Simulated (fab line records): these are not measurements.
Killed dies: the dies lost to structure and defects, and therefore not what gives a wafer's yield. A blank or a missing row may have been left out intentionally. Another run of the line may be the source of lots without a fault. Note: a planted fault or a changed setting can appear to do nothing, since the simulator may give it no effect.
A struck lot beside a sound one    flow n5-finfet    14 out of 1938 route steps
Sound: wafers L948.2, L948.3, L948.5. Wafers struck: L961.3, L961.4, L961.5. The cause is named last.
Order at every step that has rows: each side's tool, ch and its chambers, its first start. Under that, the readings that differ: sound wafers    struck wafers    difference of the means    sigmas: that difference in standard deviations of wafers without a fault.
alike: same words and numbers on both sides, and readings whose means sit less than 2 such deviations apart. not compared: any withheld reading, any reading some wafer has no value for, any bound like >300 that may hide the same value, and any number with overlapping values for which the record gives no deviation.
The two part at a step that has a row with sigmas, a row that says differs or no value, or rows on one side only. Numbers that don't overlap but have no deviation are shown without sigmas and don't part them. A reading that every wafer of one side lacks parts them only if that side has two wafers or more.

N5_BEOL_M0_SAQP_PECVD_03: deposits SiCN from 3MS/NH3, target thk 12 nm, time 21.1 s.
  sound on pecvd-03 ch 1,2, day 6 19:05; struck on pecvd-02 ch 0,1,2, day 10 00:50
  alike: showerhead-plenum-p-Torr, throttle-valve-pct
N5_BEOL_M0_SAQP_PECVD_96: deposits a-Si from SiH4/He, target thk 45 nm, time 45.2 s.
  sound on pecvd-03 ch 1,2, day 6 19:07; struck on pecvd-02 ch 0,1,2, day 10 00:52
  alike: heater-power-w, showerhead-plenum-p-Torr, throttle-valve-pct
N5_BEOL_M0_SAQP_PECVD_97: deposits SiNx from SiH4/NH3/N2, target thk 23 nm, time 19.9 s.
  sound on pecvd-03 ch 1,2, day 6 19:10; struck on pecvd-02 ch 0,1,2, day 10 00:54
  alike: heater-power-w, showerhead-plenum-p-Torr, throttle-valve-pct
N5_BEOL_M0_SAQP_PECVD_04: deposits a-Si from SiH4/He, target thk 60 nm, time 60.2 s.
  sound on pecvd-03 ch 1,2, day 6 19:12; struck on pecvd-02 ch 0,1,2, day 10 00:56
  alike: heater-power-w, showerhead-plenum-p-Torr, throttle-valve-pct
N5_BEOL_M0_SAQP_THK_MEAS_05:
  sound on film-metro-01 at day 6 19:18; struck on film-metro-02 at day 10 01:02
  alike: thk-nm
N5_BEOL_M0_SAQP_HM_DEP_111: deposits SiO2 from SiH4/N2O, target thk 12 nm, time 7.2 s.
  sound on pecvd-01 ch 0,1, day 6 19:20; struck on pecvd-01 ch 0,1, day 10 01:06
  alike: heater-power-w, showerhead-plenum-p-Torr
then, 6 steps without rows for these wafers: N5_BEOL_M0_SAQP_COAT_81 (time 60 s, resist thk 100 nm); N5_BEOL_M0_SAQP_COAT_82 (time 60 s, resist thk 30 nm); N5_BEOL_M0_SAQP_COAT_08 (resist thk 90 nm); N5_BEOL_M0_SAQP_EBR_10; N5_BEOL_M0_SAQP_SOFTBAKE_09 (time 60 s); N5_BEOL_M0_SAQP_EXPOSE_11 (exposes mask M0 CORE, target cd 42 nm).
N5_BEOL_M0_SAQP_PEB_12: peb time 60 s.
  struck on litho-track-03, day 10 01:21; sound on litho-track-03 ch 0, day 6 19:37
  no value came back on the struck wafers for chill-plate-temp-C (C), exhaust-pa (Pa), resist-line-temp-C (C); on the sound wafers chill-plate-temp-C (C) reads 22.72 22.85 22.83
then, 1 step without rows for these wafers: N5_BEOL_M0_SAQP_DEVELOP_13 (develop time 30 s).

WHERE THEY PART
Only at N5_BEOL_M0_SAQP_PEB_12, within this record.

WHY: the cause the simulator had injected
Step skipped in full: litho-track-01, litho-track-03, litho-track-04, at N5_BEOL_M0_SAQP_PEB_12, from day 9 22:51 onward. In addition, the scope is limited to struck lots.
